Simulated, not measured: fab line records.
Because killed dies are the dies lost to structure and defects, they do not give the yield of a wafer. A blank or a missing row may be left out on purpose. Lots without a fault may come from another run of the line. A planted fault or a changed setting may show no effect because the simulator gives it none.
Matching of chambers    flow nand_harc    3 sister chambers for NHARC_A_STAIRCASE_DEP_151 on pecvd-02
The step deposits SiO2, target thk 7200 nm. 14 wafers are shown with their chamber, then 7 later ones without.

## WAFERS PAIRED WITH THEIR CHAMBERS
wafer   chamber  heater_power_w (W)
L077.2  1        639
L077.3  0        548
L077.4  2        589
L080.1  1        665
L080.2  2        718
L080.4  2        584
L082.1  2        609
L082.4  2        581
L082.5  0        504
L083.2  1        698
L083.3  0        626
L083.4  2        569
L088.4  1        657
L088.5  0        525

SIGNATURES (means of the wafers above)
reading         chamber 0  chamber 1  chamber 2  scatter within a chamber
heater_power_w  550.75     664.75     608.33     48.3
Rule: a wafer lies at a distance from a chamber equal to the root of the sum of squares, over the readings, of (its reading less the chamber's mean, divided by the reading's scatter). The wafer belongs to the nearest chamber; if the next one is less than 2 further off, it can't be placed. How the scatter is found: for the shown wafers, subtract from each reading the mean of its chamber, square and add these, divide the total by (wafers less chambers), then take the root.

## WAFERS MISSING THEIR CHAMBER
wafer   heater_power_w (W)
L088.6  580
L092.2  615
L092.3  784
L092.4  524
L096.1  709
L096.5  598
L096.6  480

## CHAMBER TAKEN BY EACH
wafer   from the rows above           in truth
L088.6  can't be placed: 2 or 0 or 1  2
L092.2  can't be placed: 2 or 1 or 0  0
L092.3  can't be placed: 1 or 2       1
L092.4  can't be placed: 0 or 2       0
L096.1  can't be placed: 1 or 2       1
L096.5  can't be placed: 2 or 0 or 1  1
L096.6  can't be placed: 0 or 2       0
Correct placement for 0 of the 7. Can't be placed from these rows: 7 (the true chamber is among the candidates in 7). Wrongly placed: 0.
